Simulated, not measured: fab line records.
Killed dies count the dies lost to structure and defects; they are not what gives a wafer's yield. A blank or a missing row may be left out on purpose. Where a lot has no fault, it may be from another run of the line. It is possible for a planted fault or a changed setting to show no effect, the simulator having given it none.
Which of the tools did it? | flow nandHarc | 12 lots, 35 wafers sampled, at 5 steps of a route of 1302

## WHAT THE GAUGES SHOWED, per wafer
NHARC_A_SIN_REMOVE_INSPECT_04. Usual: 385 for rawDefectCount, sd 76.
lot  | measured     | on               | rawDefectCount | flag
L257 | day 21 23:58 | defectInspect-01 | 293 400 410    | 
L259 | day 22 17:27 | defectInspect-02 | 320 424 367    | 
L260 | day 23 01:25 | defectInspect-02 | 272 372 325    | 
L262 | day 23 19:17 | defectInspect-02 | 539 510 497    | 
L263 | day 23 19:19 | defectInspect-01 | 215 248 318    | 
L265 | day 24 12:36 | defectInspect-01 | 435 341        | 
L264 | day 24 23:40 | defectInspect-02 | 300 355 296    | 
L272 | day 28 13:32 | defectInspect-01 | 406 369 375    | 
L273 | day 28 13:32 | defectInspect-02 | 495 264 389    | 
L275 | day 29 03:32 | defectInspect-01 | 413 324 355    | 
L274 | day 29 07:25 | defectInspect-02 | 439 604 356    | 
L277 | day 29 13:49 | defectInspect-01 | 320 314 334    | 

NHARC_END_SORT_01. Usual: killedAtArray 61, standard deviation 23; killedAtOther 1.3, standard deviation 1.4; killedAtPeriphery 4.0, standard deviation 2.6; killedDies 66, standard deviation 22; killedOpen 3.4, standard deviation 1.8; killedShort 2.3, standard deviation 1.4.
lot  | measured     | on        | killedAtArray | killedAtOther | killedAtPeriphery | killedDies | killedOpen | killedShort | flag
L263 | day 27 16:37 | prober-02 | 27 32 32      | 1 3 5         | 6 12 8            | 34 47 45   | 3 5 4      | 2 4 3       | 
L265 | day 28 17:21 | prober-01 | 42            | 0             | 6                 | 48         | 2          | 1           | 
L264 | day 28 20:26 | prober-02 | 21 24 17      | 1 4 2         | 2 4 1             | 24 32 20   | 0 1 2      | 0 5 2       | 

## WHAT TOOL EACH LOT RAN ON (gives the tool, then ch and the chambers of the sampled wafers, and finally the start)
lot  | NHARC_A_SLIT_ETCH_17            | NHARC_A_SLIT_ETCH_26            | NHARC_A_WL_FILL_ALD_00
L257 | harEtch-01 ch 0,1, day 21 12:19 | harEtch-01 ch 0,1, day 21 15:52 | aldHk-01 ch 0,2, day 22 00:02
L259 | harEtch-02 ch 0,1, day 22 05:43 | harEtch-02 ch 0,1, day 22 09:20 | aldHk-02 ch 0,1,3, day 22 17:31
L260 | harEtch-02 ch 0,1, day 22 13:43 | harEtch-02 ch 0,1, day 22 17:21 | aldHk-04 ch 2,3, day 23 01:29
L262 | harEtch-01 ch 0,1, day 23 07:22 | harEtch-01 ch 0,1, day 23 11:05 | aldHk-02 ch 0,2,3, day 23 19:21
L263 | harEtch-02 ch 0,1, day 23 08:37 | harEtch-02 ch 0,1, day 23 12:11 | aldHk-02 ch 0,1,3, day 23 19:31
L265 | harEtch-02 ch 0,1, day 24 02:08 | harEtch-02 ch 0,1, day 24 04:38 | aldHk-02 ch 1,3, day 24 12:40
L264 | harEtch-02 ch 0,1, day 24 12:33 | harEtch-02 ch 0,1, day 24 15:35 | aldHk-02 ch 0,1, day 24 23:46
L272 | harEtch-01 ch 0,1, day 28 02:28 | harEtch-01 ch 0,1, day 28 05:33 | aldHk-02 ch 1,2,3, day 28 14:04
L273 | harEtch-02 ch 0,1, day 28 02:36 | harEtch-02 ch 0,1, day 28 05:37 | aldHk-02 ch 0,1,2, day 28 13:55
L275 | harEtch-02 ch 0,1, day 28 16:35 | harEtch-02 ch 0,1, day 28 20:14 | aldHk-02 ch 1,2,3, day 29 03:53
L274 | harEtch-01 ch 0,1, day 28 20:18 | harEtch-01 ch 0,1, day 28 23:22 | aldHk-01 ch 0,3, day 29 07:29
L277 | harEtch-02 ch 0,1, day 29 02:43 | harEtch-02 ch 0,1, day 29 05:47 | aldHk-02 ch 0,1,2, day 29 13:56
- NHARC_A_SLIT_ETCH_17: etches the open film in C4F8/O2/Ar, time 4254.5 s, target depth 20300 nm.
- NHARC_A_SLIT_ETCH_26: etches the open film in C4F8/O2/Ar, time 90 s, target depth 400 nm.
- NHARC_A_WL_FILL_ALD_00: deposits Al2O3, target thk 3 nm, pulse time 3 s, ald cycles 30.

## AS READ BY THE TOOLS THEMSELVES (means over the sampled wafers that have a number; for cases with no such wafer, the mark the record gives instead)
NHARC_A_SLIT_ETCH_17. Usual: c4f8FlowSccm 83.28 sccm, standard deviation 0.24; drypumpMotorCurrentA 5.9 A, standard deviation 0.34; o2FlowSccm 41.70 sccm, standard deviation 0.11; showerheadPlenumPTorr 3.75 Torr, standard deviation 0.17; throttleValvePct 32.045 %, standard deviation 0.0094.
lot  | tool       | c4f8FlowSccm (sccm) | drypumpMotorCurrentA (A) | o2FlowSccm (sccm) | showerheadPlenumPTorr (Torr) | throttleValvePct (%) | flag
L257 | harEtch-01 | 83.43               | 6.3                      | 41.55             | 3.56                         | 32.043               | 
L259 | harEtch-02 | 83.41               | 5.6                      | 41.60             | 3.90                         | 32.042               | 
L260 | harEtch-02 | 83.35               | 5.6                      | 41.81             | 3.90                         | 32.046               | 
L262 | harEtch-01 | 83.16               | 6.3                      | 41.76             | 3.55                         | 32.050               | 
L263 | harEtch-02 | 83.33               | 5.7                      | 41.65             | 3.89                         | 32.050               | 
L265 | harEtch-02 | 83.22               | 5.7                      | 41.76             | 3.89                         | 32.047               | 
L264 | harEtch-02 | 83.35               | 5.6                      | 41.61             | 3.89                         | 32.046               | 
L272 | harEtch-01 | 83.26               | 6.3                      | 41.63             | 3.51                         | 32.046               | 
L273 | harEtch-02 | 83.05               | 5.6                      | 41.72             | 3.86                         | 32.040               | 
L275 | harEtch-02 | 83.45               | 5.6                      | 41.69             | 3.85                         | 32.042               | 
L274 | harEtch-01 | 83.20               | 6.2                      | 41.72             | 3.55                         | 32.043               | 
L277 | harEtch-02 | 83.26               | 5.6                      | 41.74             | 3.85                         | 32.042               | 

NHARC_A_SLIT_ETCH_26. Usual: c4f8FlowSccm 41.71 sccm, standard deviation 0.12; drypumpMotorCurrentA 5.9 A, standard deviation 0.34; o2FlowSccm 83.26 sccm, standard deviation 0.24; showerheadPlenumPTorr 3.78 Torr, standard deviation 0.17; throttleValvePct 27.619 %, standard deviation 0.0092.
lot  | tool       | c4f8FlowSccm (sccm) | drypumpMotorCurrentA (A) | o2FlowSccm (sccm) | showerheadPlenumPTorr (Torr) | throttleValvePct (%) | flag
L257 | harEtch-01 | 41.73               | 6.3                      | 83.49             | 3.59                         | 27.611               | 
L259 | harEtch-02 | 41.73               | 5.6                      | 83.18             | 3.94                         | 27.625               | 
L260 | harEtch-02 | 41.85               | 5.6                      | 83.12             | 3.94                         | 27.610               | 
L262 | harEtch-01 | 41.69               | 6.3                      | 83.12             | 3.57                         | 27.623               | 
L263 | harEtch-02 | 41.86               | 5.7                      | 83.38             | 3.93                         | 27.633               | 
L265 | harEtch-02 | 41.89               | 5.6                      | 83.03             | 3.93                         | 27.623               | 
L264 | harEtch-02 | 41.52               | 5.6                      | 83.26             | 3.92                         | 27.617               | 
L272 | harEtch-01 | 41.69               | 6.3                      | 83.38             | 3.54                         | 27.615               | 
L273 | harEtch-02 | 41.73               | 5.6                      | 83.32             | 3.90                         | 27.617               | 
L275 | harEtch-02 | 41.75               | 5.6                      | 83.12             | 3.89                         | 27.622               | 
L274 | harEtch-01 | 41.67               | 6.2                      | 83.33             | 3.57                         | 27.625               | 
L277 | harEtch-02 | 41.70               | 5.6                      | 83.35             | 3.89                         | 27.619               | 

NHARC_A_WL_FILL_ALD_00. Usual: heaterPowerW 471 W, standard deviation 47; precursorPulseHeightRel 0.999, standard deviation 0.019.
lot  | tool     | heaterPowerW (W) | precursorPulseHeightRel | flag
L257 | aldHk-01 | 457              | 1.006                   | 
L259 | aldHk-02 | 501              | 0.989                   | 
L260 | aldHk-04 | 509              | 1.004                   | 
L262 | aldHk-02 | 444              | 0.996                   | 
L263 | aldHk-02 | 463              | 1.003                   | 
L265 | aldHk-02 | 484              | 0.982                   | 
L264 | aldHk-02 | 470              | 1.005                   | 
L272 | aldHk-02 | 454              | 0.993                   | 
L273 | aldHk-02 | 448              | 0.997                   | 
L275 | aldHk-02 | 460              | 1.002                   | 
L274 | aldHk-01 | 452              | 1.012                   | 
L277 | aldHk-02 | 454              | 0.989                   | 

## THE ANSWER, worked out from the rows above alone
Rule: a lot counts as off when the mean over its wafers that have a number is more than 3 standard deviations away from the usual mean. A lot without any number at a reading at which 4 lots or more have one is off too. Where the step has rows for the other lots, those lots are counted as sound. After the gauges, taken in route order, come the tools' own readings; for these a lot's mean is taken, as printed above. At the first step where some lot is off, the reading lying furthest off is the one used; lots without a number count as furthest.
No lot is off at any reading shown: from this, nothing can be told.

## WHAT HAD BEEN PUT IN BY THE SIMULATOR
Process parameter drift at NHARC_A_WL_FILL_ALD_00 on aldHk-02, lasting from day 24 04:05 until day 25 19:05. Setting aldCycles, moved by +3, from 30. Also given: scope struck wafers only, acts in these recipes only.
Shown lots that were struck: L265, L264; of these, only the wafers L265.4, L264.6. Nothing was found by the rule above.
